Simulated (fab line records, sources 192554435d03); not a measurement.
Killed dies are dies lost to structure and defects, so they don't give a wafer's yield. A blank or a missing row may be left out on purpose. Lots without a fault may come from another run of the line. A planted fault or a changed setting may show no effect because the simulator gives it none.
Split-lot experiment | flow n5_finfet | 7 lots, 39 wafers read, on a route of 1938 steps

THE SPLIT
At N5_PASSIVATION_ETCH_15 (etches SiCN in CF4/N2, target depth 75 nm, time 81.2 s), the setting target_depth_a was moved away from the recipe's 750 angstrom on 9 of the 39 wafers read, by -26.8% to +37.7%. The other wafers ran this setting at the recipe's value.

The reading is taken at the split's own step.

THE READING
etch.depth_nm (the simulator's own value, which no gauge read), in nm, at N5_PASSIVATION_ETCH_15 (etches SiCN in CF4/N2, target depth 75 nm, time 81.2 s). The file gives no usual value for it. The 30 wafers here that ran the recipe average 65.30 nm, standard deviation 1.9 nm.

wafer  | tool, chamber at the split | target_depth_a as run, angstrom | against the recipe | etch.depth_nm, nm | against lot-mates on the recipe
L074.1 | rie_diel-06, 1             | 750                             | recipe             | 63.75             | -
L074.2 | rie_diel-06, 0             | 548.7                           | -26.8%             | 45.19             | -19.07
L074.3 | rie_diel-06, 3             | 750                             | recipe             | 64.8              | -
L074.4 | rie_diel-06, 2             | 548.7                           | -26.8%             | 47.47             | -16.79
L074.5 | rie_diel-06, 2             | 750                             | recipe             | 64.23             | -
L074.6 | rie_diel-06, 1             | 548.7                           | -26.8%             | 46.91             | -17.35
L081.1 | rie_diel-03, 2             | 750                             | recipe             | 62.14             | -
L081.2 | rie_diel-03, 3             | 750                             | recipe             | 65.98             | -
L081.3 | rie_diel-03, 0             | 750                             | recipe             | 63.12             | -
L081.4 | rie_diel-03, 2             | 1033                            | +37.7%             | 86.07             | +22.32
L081.5 | rie_diel-03, 3             | 1033                            | +37.7%             | 91.01             | +27.26
L081.6 | rie_diel-03, 0             | 1033                            | +37.7%             | 86.57             | +22.82
L082.1 | rie_diel-06, 0             | 750                             | recipe             | 62.58             | -
L082.2 | rie_diel-06, 2             | 750                             | recipe             | 65.42             | -
L082.3 | rie_diel-06, 1             | 750                             | recipe             | 65.39             | -
L082.4 | rie_diel-06, 1             | 626.7                           | -16.4%             | 54.78             | -9.68
L082.5 | rie_diel-06, 0             | 626.7                           | -16.4%             | 51.9              | -12.56
L082.6 | rie_diel-06, 2             | 626.7                           | -16.4%             | 54.49             | -9.97
L085.1 | rie_diel-05, 0             | 750                             | recipe             | 68.75             | -
L085.2 | rie_diel-05, 2             | 750                             | recipe             | 63.71             | -
L085.3 | rie_diel-05, 3             | 750                             | recipe             | 67                | -
L085.4 | rie_diel-05, 1             | 750                             | recipe             | 64.34             | -
L085.5 | rie_diel-05, 1             | 750                             | recipe             | 64.45             | -
L085.6 | rie_diel-05, 2             | 750                             | recipe             | 63.94             | -
L089.1 | rie_diel-05, 2             | 750                             | recipe             | 64.63             | -
L089.2 | rie_diel-05, 1             | 750                             | recipe             | 64.67             | -
L089.3 | rie_diel-05, 0             | 750                             | recipe             | 68.89             | -
L089.4 | rie_diel-05, 3             | 750                             | recipe             | 67.72             | -
L089.5 | rie_diel-05, 0             | 750                             | recipe             | 69.23             | -
L089.6 | rie_diel-05, 3             | 750                             | recipe             | 67.39             | -
L092.1 | rie_diel-03, 2             | 750                             | recipe             | 62.19             | -
L092.2 | rie_diel-03, 3             | 750                             | recipe             | 65.89             | -
L092.3 | rie_diel-03, 1             | 750                             | recipe             | 64.65             | -
L093.1 | rie_diel-06, 3             | 750                             | recipe             | 66.35             | -
L093.2 | rie_diel-06, 1             | 750                             | recipe             | 67.28             | -
L093.3 | rie_diel-06, 0             | 750                             | recipe             | 64.72             | -
L093.4 | rie_diel-06, 2             | 750                             | recipe             | 64.96             | -
L093.5 | rie_diel-06, 3             | 750                             | recipe             | 66.4              | -
L093.6 | rie_diel-06, 0             | 750                             | recipe             | 64.41             | -

THE FIT
A straight line over all 39 wafers: etch.depth_nm changes by +0.64 nm for each +1% of target_depth_a; r = +0.98; the points scatter about the line by 2 nm.
The same after taking each lot's own level away (the mean of its wafers on the recipe; 39 wafers): +0.647 nm for each +1%; r = +0.99; scatter 1.6 nm.
On that fit, the largest move of target_depth_a shifts the reading by 24 nm.
The lots' own levels span 63.747 to 67.088 nm, that is 1.8 times the standard deviation above.
So the lot-to-lot level changes the slope little: the two slopes agree.
Check: with one of the wafers moved furthest among these (+37.7%) left out of the fit, the line predicts +25 nm for it against its lot-mates. It came out at +22.3 nm against them.

OTHER SPLITS ON THESE WAFERS
These wafers also went through other splits before the reading. Each is held against what the fit with the lots' levels taken away leaves over:
other split on the same wafers      | wafers away from the commonest value | r with etch.depth_nm (lot level and that fit taken away)
N5_BEOL_M12_ETCH_59 target_depth_a  | 15                                   | -0.05
N5_BEOL_M14_SPUTTER_43 target_thk_a | 15                                   | +0.06

THE FILE'S OWN FIT
etch.depth_nm changes by +0.648 nm for each +1% of target_depth_a, r = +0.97.
